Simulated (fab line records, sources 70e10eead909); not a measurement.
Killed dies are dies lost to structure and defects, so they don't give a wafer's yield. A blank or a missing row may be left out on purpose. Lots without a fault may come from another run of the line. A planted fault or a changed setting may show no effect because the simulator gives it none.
Chamber matching | flow nand_harc | NHARC_A_STAIRCASE_TRIM_220 on rie_diel-04: 4 sister chambers
The step chemistry O2, time 211.2 s. 4 wafers are shown with their chamber, then 11 later ones without.

WAFERS WITH THEIR CHAMBER
wafer  | chamber | showerhead_plenum_p_Torr (Torr)
L084.2 | 2       | 3.56
L087.3 | 1       | 3.69
L087.4 | 0       | 3.72
L091.1 | 3       | 3.56

WAFERS WITHOUT THEIR CHAMBER
wafer  | showerhead_plenum_p_Torr (Torr)
L091.4 | 3.68
L091.5 | 3.55
L093.1 | 3.68
L093.4 | 3.54
L093.5 | 3.68
L094.3 | 3.68
L094.5 | 3.68
L094.6 | 3.56
L096.1 | 3.67
L096.2 | 3.54
L096.5 | 3.54

WHICH CHAMBER EACH WENT THROUGH
wafer  | from the rows above     | in truth
L091.4 | 1                       | 1
L091.5 | can't be placed: 2 or 3 | 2
L093.1 | 1                       | 1
L093.4 | can't be placed: 2 or 3 | 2
L093.5 | 1                       | 1
L094.3 | 1                       | 1
L094.5 | 1                       | 1
L094.6 | can't be placed: 2 or 3 | 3
L096.1 | 1                       | 1
L096.2 | can't be placed: 2 or 3 | 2
L096.5 | can't be placed: 2 or 3 | 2
Placed correctly: 6 of 11. Can't be placed from these rows: 5 (the true chamber is among the candidates in 5). Placed wrongly: 0.
How it was worked out, from the rows above alone: a wafer's distance from a chamber is the root of the sum, over the readings, of the square of ((its reading less the chamber's mean) divided by the reading's scatter). The wafer belongs to the nearest chamber; if the next one is less than 2 further off, it can't be placed. A chamber's mean is the mean of its shown wafers. The scatter: with one shown wafer a chamber, the root of the mean of the squares of how far each hidden wafer lies from its nearest shown one.
